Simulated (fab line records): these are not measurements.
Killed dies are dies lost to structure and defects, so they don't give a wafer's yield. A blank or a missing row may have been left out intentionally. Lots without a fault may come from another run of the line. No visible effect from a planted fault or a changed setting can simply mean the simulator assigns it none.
Which of the tools did it? | flow nandHarc | 13 lots with 39 wafers sampled at 5 steps, on a route of 1302 steps

== WHAT THE GAUGES SHOWED, per wafer ==
NHARC_A_ONON_D2_INSPECT_32.
lot  | measured     | on               | rawDefectCount
L367 | day 12 19:00 | defectInspect-01 | 431 301 332
L368 | day 13 13:45 | defectInspect-02 | 284 390 355
L369 | day 13 13:44 | defectInspect-01 | 244 206 351
L370 | day 14 04:36 | defectInspect-01 | 270 368 282
L371 | day 14 04:37 | defectInspect-02 | 280 244 357
L376 | day 16 12:53 | defectInspect-01 | 291 366 258
L379 | day 17 13:53 | defectInspect-01 | 332 385 231
L380 | day 18 18:33 | defectInspect-02 | 789 316 346
L381 | day 19 02:40 | defectInspect-02 | 382 358 294
L383 | day 19 19:07 | defectInspect-01 | 237 287 507
L384 | day 20 00:46 | defectInspect-02 | 259 164 243
L389 | day 22 06:40 | defectInspect-02 | 231 165 209
L388 | day 22 06:41 | defectInspect-02 | 367 484 428

NHARC_END_SORT_01.
lot  | measured     | on        | killedAtArray | killedAtOther | killedAtPeriphery | killedDies  | killedOpen | killedShort
L370 | day 25 13:47 | prober-02 | 673 674 673   | 0 0 0         | 4 3 4             | 677 677 677 | 3 2 10     | 1 2 2
L371 | day 25 14:33 | prober-01 | 674 676 677   | 0 0 0         | 3 1 0             | 677 677 677 | 3 1 0      | 4 3 1

== TOOL THAT RAN EACH LOT (tool first, then ch and the chambers of the sampled wafers, then the start) ==
lot  | NHARC_A_DECK1_JOINT_ETCHBACK_00 | NHARC_A_ONON_D2_DEP_19          | NHARC_A_CHANNEL_HOLE_D2_DEP_01
L367 | rieSi-01 ch 1,3, day 11 04:43   | pecvdOnon-03 ch 0, day 12 16:15 | pecvd-02 ch 1,2, day 12 20:59
L368 | rieSi-01 ch 0,3, day 11 23:14   | pecvdOnon-02 ch 0, day 13 10:59 | pecvd-04 ch 1,2, day 13 16:35
L369 | rieSi-06 ch 1,2,3, day 11 23:17 | pecvdOnon-04 ch 0, day 13 11:06 | pecvd-03 ch 0,1,2, day 13 15:46
L370 | rieSi-06 ch 0,2,3, day 12 15:07 | pecvdOnon-02, day 14 01:52      | -
L371 | rieSi-06 ch 0,1,3, day 12 18:35 | pecvdOnon-03, day 14 01:55      | -
L376 | rieSi-01 ch 1,2,3, day 14 23:33 | pecvdOnon-03 ch 0, day 16 10:08 | pecvd-04 ch 0,1,2, day 16 16:29
L379 | rieSi-04 ch 1,2, day 16 02:28   | pecvdOnon-02 ch 0, day 17 11:11 | pecvd-04 ch 0,1, day 17 17:04
L380 | rieSi-04 ch 0,1,3, day 17 00:49 | pecvdOnon-04 ch 0, day 18 15:45 | pecvd-03 ch 0,2, day 18 22:09
L381 | rieSi-06 ch 0,1,3, day 17 09:56 | pecvdOnon-02 ch 0, day 18 23:45 | pecvd-04 ch 0,1, day 19 04:42
L383 | rieSi-04 ch 1,2,3, day 18 06:01 | pecvdOnon-03 ch 0, day 19 16:22 | pecvd-03 ch 0,2, day 20 00:24
L384 | rieSi-06 ch 0,1,3, day 18 10:17 | pecvdOnon-03 ch 0, day 19 22:07 | pecvd-03 ch 0,1,2, day 20 03:47
L389 | rieSi-01 ch 1,2, day 20 13:10   | pecvdOnon-03 ch 0, day 22 03:56 | pecvd-04 ch 0,1, day 22 08:39
L388 | rieSi-06 ch 0,1,2, day 20 13:10 | pecvdOnon-02 ch 0, day 22 03:56 | pecvd-02 ch 0,1,2, day 22 08:40
- NHARC_A_DECK1_JOINT_ETCHBACK_00: etches the open film in HBr, target depth 30 nm, time 17.4 s.
- NHARC_A_ONON_D2_DEP_19: target thk 1000 nm.
- NHARC_A_CHANNEL_HOLE_D2_DEP_01: deposits SiON, target thk 140 nm.

== WHAT THE TOOLS THEMSELVES READ (means of the sampled wafers that have a number; where no wafer has one, the mark that the record gives instead) ==
NHARC_A_DECK1_JOINT_ETCHBACK_00.
lot  | tool     | drypumpMotorCurrentA (A) | oesProductAu (a.u.) | throttleValvePct (%)
L367 | rieSi-01 | 5.9                      | 1.006               | 23.262
L368 | rieSi-01 | 5.7                      | 0.992               | 23.256
L369 | rieSi-06 | 5.6                      | 0.989               | 23.267
L370 | rieSi-06 | 5.5                      | 0.993               | 23.261
L371 | rieSi-06 | 5.5                      | 0.995               | 23.268
L376 | rieSi-01 | 5.5                      | 1.004               | 23.261
L379 | rieSi-04 | 6.1                      | 1.004               | 23.266
L380 | rieSi-04 | 6.0                      | 0.991               | 23.265
L381 | rieSi-06 | 5.5                      | 0.995               | 23.266
L383 | rieSi-04 | 6.0                      | 0.991               | 23.271
L384 | rieSi-06 | 5.5                      | 0.994               | 23.267
L389 | rieSi-01 | 5.1                      | 0.997               | 23.256
L388 | rieSi-06 | 5.7                      | 1.006               | 23.266

NHARC_A_ONON_D2_DEP_19.
lot  | tool         | n2FlowSccm (sccm) | n2oFlowSccm (sccm)
L367 | pecvdOnon-03 | 2745              | 2000
L368 | pecvdOnon-02 | 2738              | 2000
L369 | pecvdOnon-04 | 2759              | 2001
L370 | pecvdOnon-02 | -                 | -
L371 | pecvdOnon-03 | -                 | -
L376 | pecvdOnon-03 | 2748              | 2003
L379 | pecvdOnon-02 | 2753              | 1994
L380 | pecvdOnon-04 | 2758              | 2001
L381 | pecvdOnon-02 | 2746              | 2003
L383 | pecvdOnon-03 | 2749              | 1998
L384 | pecvdOnon-03 | 2753              | 2000
L389 | pecvdOnon-03 | 2747              | 2006
L388 | pecvdOnon-02 | 2750              | 1993

NHARC_A_CHANNEL_HOLE_D2_DEP_01.
lot  | tool     | chamberPressureTorr (Torr) | heaterPowerOuterW (W) | heaterPowerW (W)
L367 | pecvd-02 | 3.509                      | 402                   | 701
L368 | pecvd-04 | 3.499                      | 453                   | 755
L369 | pecvd-03 | 3.495                      | 396                   | 644
L376 | pecvd-04 | 3.503                      | 465                   | 781
L379 | pecvd-04 | 3.500                      | 480                   | 786
L380 | pecvd-03 | 3.499                      | 451                   | 713
L381 | pecvd-04 | 3.502                      | 463                   | 770
L383 | pecvd-03 | 3.499                      | 409                   | 652
L384 | pecvd-03 | 3.500                      | 385                   | 647
L389 | pecvd-04 | 3.509                      | 470                   | 782
L388 | pecvd-02 | 3.498                      | 402                   | 715

== THE ANSWER, worked out from the rows above alone ==
Rule: the lots themselves supply what counts as usual. The widest of any qualifying gaps counts: lots, ordered by their means at a reading, are off when they make up no more than a third of the lots, leave a main group of 4 or more, and stand apart from it by 3 or more times the standard deviation of that group's means. The tables above print the reading to a certain number of digits; a main group whose means all agree to those digits is not used. A lot without any number at a reading at which 4 lots or more have one is off too. Any other lot the step has rows for is counted as sound. The gauges are gone through in route order, then the tools' own readings, and for those a lot's mean is taken as printed above. The first step at which some lot is off is used, and at that step the reading that is off furthest; a lot without a number counts as furthest.
Off at NHARC_A_ONON_D2_DEP_19 (n2FlowSccm): L370, L371. Without a number there: L370, L371. The main group: mean 2750 sccm, standard deviation 5.7.
If a tool, at that step or one of the process steps before it, ran each lot that is off and ran no sound lot following the first of them, it fits. None of those tried fits.

== WHAT THE SIMULATOR HAD PUT IN ==
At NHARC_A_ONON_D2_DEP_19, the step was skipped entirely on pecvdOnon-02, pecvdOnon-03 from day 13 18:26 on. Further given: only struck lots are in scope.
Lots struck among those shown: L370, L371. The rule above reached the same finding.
